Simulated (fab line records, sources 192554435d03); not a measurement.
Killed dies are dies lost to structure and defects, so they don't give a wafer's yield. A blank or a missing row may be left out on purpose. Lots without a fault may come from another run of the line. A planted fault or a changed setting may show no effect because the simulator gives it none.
A struck lot beside a sound one | flow n5_finfet | 37 steps out of a route of 1938
Sound: wafers L808.3, L808.4, L808.6. Struck: wafers L807.1, L807.2, L807.6. The cause comes at the end.
At each step with rows: each side's tool, then ch and its chambers, then its first start. Under that, the readings that differ: sound wafers | struck wafers | difference of the means | sigmas: that difference in standard deviations of wafers without a fault.
alike: readings whose means differ by less than 2 such deviations, and words and numbers that are the same on both sides. not compared: withheld readings, readings that some wafer has no value for, bounds like >300 that may hide the same value, and numbers for which the record gives no deviation and whose values overlap.
The two part at a step that has a row with sigmas, a row that says differs or no value, or rows on one side only. Numbers that don't overlap but have no deviation are shown without sigmas and don't part them. A reading that every wafer of one side lacks parts them only if that side has two wafers or more.

first, 9 steps without rows for these wafers: N5_BEOL_M4_ANNEAL_95 (time 240 s); N5_BEOL_M4_SPUTTER_96 (material Cu, target thk 4.5 nm, time 8.29 s); N5_BEOL_M4_ECD_50 (material Cu, target thk 300 nm); N5_BEOL_M4_ANNEAL_51 (time 90 s); N5_BEOL_M4_CMP_52 (polishes, stops on SiOC, t overpolish 6.8 s, target thk 40 nm); N5_BEOL_M4_PRE_CLEAN_60 (time 15 s); N5_BEOL_M4_CO_CAP_55 (material Co, precursor CCTBA/H2, target thk 2 nm, time 102.1 s); N5_BEOL_M4_PRE_CLEAN_56 (time 15 s); N5_BEOL_M4_DEP_57 (deposits SiCN from 3MS/NH3, target thk 8 nm, time 14 s).
N5_BEOL_M4_RC_MEAS_101:
  sound on prober-01 ch 0, day 15 02:56; struck on prober-02 ch 0, day 15 02:09
  alike: DIBL_N, DIBL_P, IOFF_N, IOFF_P, ION_N, ION_P, SS_N, SS_P, VT_N, VT_P
then, 24 steps without rows for these wafers: N5_BEOL_M5_ILD_DEP_00 (deposits SiCOH lowk from DEMS/porogen, target thk 140.64 nm, time 25.9 s); N5_BEOL_M5_CURE_79 (cures SiCOH lowk, time 240 s); N5_BEOL_M5_PECVD_70 (deposits SiO2 from TEOS/O2, target thk 16 nm, time 18 s); N5_BEOL_M5_HM_DEP_02 (deposits TiN, target thk 20 nm); N5_BEOL_M5_COAT_59 (time 60 s, resist thk 60 nm); N5_BEOL_M5_COAT_60 (time 60 s, resist thk 12 nm); N5_BEOL_M5_COAT_71 (time 60 s, resist thk 5 nm); N5_BEOL_M5_COAT_05 (resist thk 30 nm); N5_BEOL_M5_EBR_07; N5_BEOL_M5_SOFTBAKE_06 (time 60 s); N5_BEOL_M5_EXPOSE_08 (exposes mask M5, target cd 28 nm); N5_BEOL_M5_PEB_09 (peb time 60 s); N5_BEOL_M5_DEVELOP_10 (develop time 30 s); N5_BEOL_M5_DESCUM_16 (chemistry O2, time 7 s); N5_BEOL_M5_ETCH_72 (etches underlayer in N2/H2, target depth 6.5 nm, time 5.2 s); N5_BEOL_M5_ETCH_61 (etches SiARC in CF4, target depth 15.6 nm, time 26 s); N5_BEOL_M5_ETCH_62 (etches SOC in N2/H2, target depth 75 nm, overetch 15 nm, time 112.5 s); N5_BEOL_M5_STRIP_63 (strips in N2/H2); N5_BEOL_M5_STRIP_73 (strips in N2/H2); N5_BEOL_M5_STRIP_64 (strips in CF4); N5_BEOL_M5_HM_OPEN_17 (chemistry Cl2/BCl3, target TiN, target depth 20 nm, overetch 6 nm); N5_BEOL_M5_STRIP_19 (strips in O2); N5_BEOL_M5_COAT_65 (time 60 s, resist thk 60 nm); N5_BEOL_M5_COAT_66 (time 60 s, resist thk 12 nm).
-- the record jumps here: 2 days lie between the struck wafers' starts before and after (it left off in module BEOL_M5 and takes up again in module BEOL_M9, whose first step shown is number 1461 of the route) --
N5_BEOL_M9_SPUTTER_48: material Cu, target thk 12 nm, time 2 s.
  sound on pvd_sputter-03, day 17 11:05; struck on pvd_sputter-02, day 17 10:20
  no value came back on the struck wafers for bias_v (V), cathode_dc_power_W (W), throttle_valve_pct (%); on the sound wafers bias_v (V) reads 60.3 59.4 59.3
N5_BEOL_M9_CMP_52: polishes, stops on SiCOH lowk, t overpolish 7 s, target thk 140 nm.
  sound on cmp-02 ch 0,1,3, day 17 11:39; struck on cmp-03 ch 1,3, day 17 10:52
  reading                | sound          | struck      | difference | sigmas
  time_to_endpoint_s (s) | 65.8 66.4 66.1 | 0.0 0.0 0.1 | -66.1      | -28
  alike: motor_current_A
-- the record jumps here: 3 days lie between the struck wafers' starts before and after (it left off in module BEOL_M9 and takes up again in module PASSIVATION, whose first step shown is number 1936 of the route) --
N5_PASSIVATION_PROBE_49:
  the record has rows for the struck wafers here (prober-01, day 20 06:22) and none for the sound ones

WHERE THEY PART
First at N5_BEOL_M9_SPUTTER_48; last, within this record, at N5_PASSIVATION_PROBE_49.

WHY: what the simulator had put in
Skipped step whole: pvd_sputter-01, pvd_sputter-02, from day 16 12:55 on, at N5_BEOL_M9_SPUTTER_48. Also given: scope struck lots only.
